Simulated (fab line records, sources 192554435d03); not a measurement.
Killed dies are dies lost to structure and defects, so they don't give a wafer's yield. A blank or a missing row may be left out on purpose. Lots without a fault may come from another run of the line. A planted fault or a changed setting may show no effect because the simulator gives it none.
Chamber matching | flow n5_finfet | N5_BEOL_M0_PRE_CLEAN_131 on cvd_co-01: 3 sister chambers
The step time 15 s. 6 wafers are shown with their chamber, then 11 later ones without.

WAFERS WITH THEIR CHAMBER
wafer  | chamber | heater_power_w (W)
L081.6 | 0       | 76
L083.4 | 2       | 85
L083.6 | 0       | 75
L084.2 | 2       | 83
L084.4 | 1       | 92
L085.2 | 1       | 91

WAFERS WITHOUT THEIR CHAMBER
wafer  | heater_power_w (W)
L085.3 | 83
L085.6 | 90
L088.2 | 90
L088.4 | 89
L088.5 | 83
L094.1 | 83
L094.4 | 91
L094.5 | 85
L097.4 | 74
L097.5 | 91
L097.6 | 85

WHICH CHAMBER EACH WENT THROUGH
wafer  | from the rows above | in truth
L085.3 | 2                   | 2
L085.6 | 1                   | 1
L088.2 | 1                   | 1
L088.4 | 1                   | 1
L088.5 | 2                   | 2
L094.1 | 2                   | 2
L094.4 | 1                   | 1
L094.5 | 2                   | 2
L097.4 | 0                   | 0
L097.5 | 1                   | 1
L097.6 | 2                   | 2
Placed correctly: 11 of 11. Can't be placed from these rows: 0. Placed wrongly: 0.
How it was worked out, from the rows above alone: a wafer's distance from a chamber is the root of the sum, over the readings, of the square of ((its reading less the chamber's mean) divided by the reading's scatter). The wafer belongs to the nearest chamber; if the next one is less than 2 further off, it can't be placed. A chamber's mean is the mean of its shown wafers. The scatter: the root of (the sum of the squares of (reading less its chamber's mean) over the shown wafers, divided by (wafers less chambers)).
